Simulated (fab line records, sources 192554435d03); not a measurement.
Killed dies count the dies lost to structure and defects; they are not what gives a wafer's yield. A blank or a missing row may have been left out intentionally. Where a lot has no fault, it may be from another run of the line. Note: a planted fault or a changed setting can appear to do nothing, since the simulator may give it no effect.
A single fault, viewed from 2 desks ; flow n5-finfet ; numbers are kept per desk, each desk with only its own; the story behind them comes last

## THE METROLOGY DESK
What the gauges read, lot by lot, whatever tool the lot ran on: means of the sampled wafers that have a number. A lot is out of limits, marked OUT, if its mean lies more than 4 standard deviations from the usual mean; the brackets give that distance.
Columns: A = cd-nm at N5_PASSIVATION_CD_MEAS_44, usual 40000 nm
lot;first seen here;A
L710;day 11 05:01;39997
L713;day 12 03:13;40000
L711;day 12 04:50;39999
L712;day 12 10:21;40003
L714;day 12 19:41;40001
L715;day 13 17:02;40000
L717;day 13 20:28;40002
L718;day 14 00:34;40003
L720;day 14 11:44;40003
L733;day 18 04:32;40002
Finding of this desk: none of the 10 lots has anything out of limits.

## DESK OF THE TOOL OWNER: rie-diel-04
The tool's own readings at N5_BEOL_M9_STRIP_36 (strips in N2/H2): means of the sampled wafers that have a number, for each lot that ran on this tool. A lot is out of limits, marked OUT, if its mean lies more than 4 standard deviations from the usual mean; the brackets give that distance.
Columns: A = bias-power-w at N5_BEOL_M9_STRIP_36, usual 7.001 W; B = drypump-motor-current-A at N5_BEOL_M9_STRIP_36, usual 5.6 A; C = oes-product-au at N5_BEOL_M9_STRIP_36, usual 0.82 a.u.; D = rf-vpp-V at N5_BEOL_M9_STRIP_36, usual 59.3 V; E = showerhead-plenum-p-Torr at N5_BEOL_M9_STRIP_36, usual 2.52 Torr; F = throttle-valve-pct at N5_BEOL_M9_STRIP_36, usual 23.5 %
lot;first seen here;A;B;C;D;E;F
L713;day 10 02:16;7.001;5.8;0.73;60.5;2.45;23.8
L715;day 11 01:11;7.016;5.4;0.71;57.8;2.41;23.6
L717;day 11 03:53;7.000;5.5;0.70;59.7;2.44;23.8
L720;day 11 21:41;6.998;5.8;0.70;58.4;2.45;23.8
Finding of this desk: none of the 4 lots has anything out of limits.

## PUT TOGETHER
Metrology desk: nothing out of limits seen.
The desk of the tool owner found nothing out of limits.

## WHAT THE SIMULATOR PUT IN
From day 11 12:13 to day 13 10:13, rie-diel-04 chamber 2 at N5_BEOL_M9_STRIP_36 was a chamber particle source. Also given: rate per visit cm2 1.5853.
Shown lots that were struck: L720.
